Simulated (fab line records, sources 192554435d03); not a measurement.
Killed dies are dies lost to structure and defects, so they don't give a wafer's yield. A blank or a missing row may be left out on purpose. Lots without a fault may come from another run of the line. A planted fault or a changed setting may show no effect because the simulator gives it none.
Split-lot experiment | flow n5_finfet | 7 lots, 21 wafers read, on a route of 1938 steps

THE SPLIT
At N5_BEOL_M14_TRENCH_ETCH_34 (etches SiO2 in C4F8/O2/Ar, target depth 556.65 nm, time 126.9 s), the setting bias_w was moved away from the recipe's 2040 W on 7 of the 21 wafers read, by -13.8% to +5.0%. The other wafers ran this setting at the recipe's value.

The reading is taken at the split's own step.

THE READING
rf_vpp_V, in V, at N5_BEOL_M14_TRENCH_ETCH_34 (etches SiO2 in C4F8/O2/Ar, target depth 556.65 nm, time 126.9 s). Fault-free wafers of this fab line usually give 2215 V, standard deviation 34 V.

wafer  | tool, chamber at the split | bias_w as run, W | against the recipe | rf_vpp_V, V | against lot-mates on the recipe
L075.2 | rie_diel-06, 2             | 2040             | recipe             | 2160        | -
L075.4 | rie_diel-06, 0             | 2143             | +5.0%              | 2310        | +126
L075.5 | rie_diel-06, 1             | 2040             | recipe             | 2207        | -
L078.1 | rie_diel-04, 1             | 1929             | -5.4%              | 2149        | -52
L078.3 | rie_diel-04, 3             | 1929             | -5.4%              | 2116        | -85
L078.5 | rie_diel-04, 3             | 2040             | recipe             | 2201        | -
L081.2 | rie_diel-04, 3             | 2040             | recipe             | 2201        | -
L081.5 | rie_diel-04, 0             | 1758             | -13.8%             | 1991        | -227
L081.6 | rie_diel-04, 1             | 2040             | recipe             | 2235        | -
L077.4 | rie_diel-02, 0             | 2040             | recipe             | 2192        | -
L077.5 | rie_diel-02, 1             | 1917             | -6.0%              | 2046        | -158
L077.6 | rie_diel-02, 2             | 2040             | recipe             | 2216        | -
L082.1 | rie_diel-06, 0             | 1810             | -11.3%             | 2050        | -228
L082.4 | rie_diel-06, 3             | 2040             | recipe             | 2278        | -
L082.5 | rie_diel-06, 3             | 1810             | -11.3%             | 2094        | -184
L084.2 | rie_diel-06, 0             | 2040             | recipe             | 2230        | -
L084.3 | rie_diel-06, 2             | 2040             | recipe             | 2159        | -
L084.6 | rie_diel-06, 0             | 2040             | recipe             | 2230        | -
L086.1 | rie_diel-06, 1             | 2040             | recipe             | 2205        | -
L086.2 | rie_diel-06, 3             | 2040             | recipe             | 2277        | -
L086.3 | rie_diel-06, 2             | 2040             | recipe             | 2160        | -

THE FIT
A straight line over all 21 wafers: rf_vpp_V changes by +15.1 V for each +1% of bias_w; r = +0.89; the points scatter about the line by 39 V.
The same after taking each lot's own level away (the mean of its wafers on the recipe; 21 wafers): +18.1 V for each +1%; r = +0.94; scatter 32 V.
On that fit, the largest move of bias_w shifts the reading by 2.5e+02 V.
The lots' own levels span 2183.5 to 2278.0 V, that is 2.8 times the standard deviation above.
So the lot-to-lot level changes the slope: the two fits differ.
Check: with one of the wafers moved furthest among these (-13.8%) left out of the fit, the line predicts -258 V for it against its lot-mates. It came out at -227 V against them.
Tool readings at the split's step, against how far the setting was moved: rf_vpp_V r = +0.89.

OTHER SPLITS ON THESE WAFERS
These wafers also went through other splits before the reading. Each is held against what the fit with the lots' levels taken away leaves over:
other split on the same wafers | wafers away from the commonest value | r with rf_vpp_V (lot level and that fit taken away)
N5_BEOL_M13_COAT_04 spin_rpm   | 7                                    | +0.12
N5_BEOL_M13_COAT_22 spin_rpm   | 4                                    | -0.18
N5_BEOL_M13_ETCH_68 time_s     | 9                                    | +0.11
N5_BEOL_M14_PEB_26 peb_temp_c  | 8                                    | +0.20

THE FILE'S OWN FIT
rf_vpp_V changes by +18.1 V for each +1% of bias_w, r = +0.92.
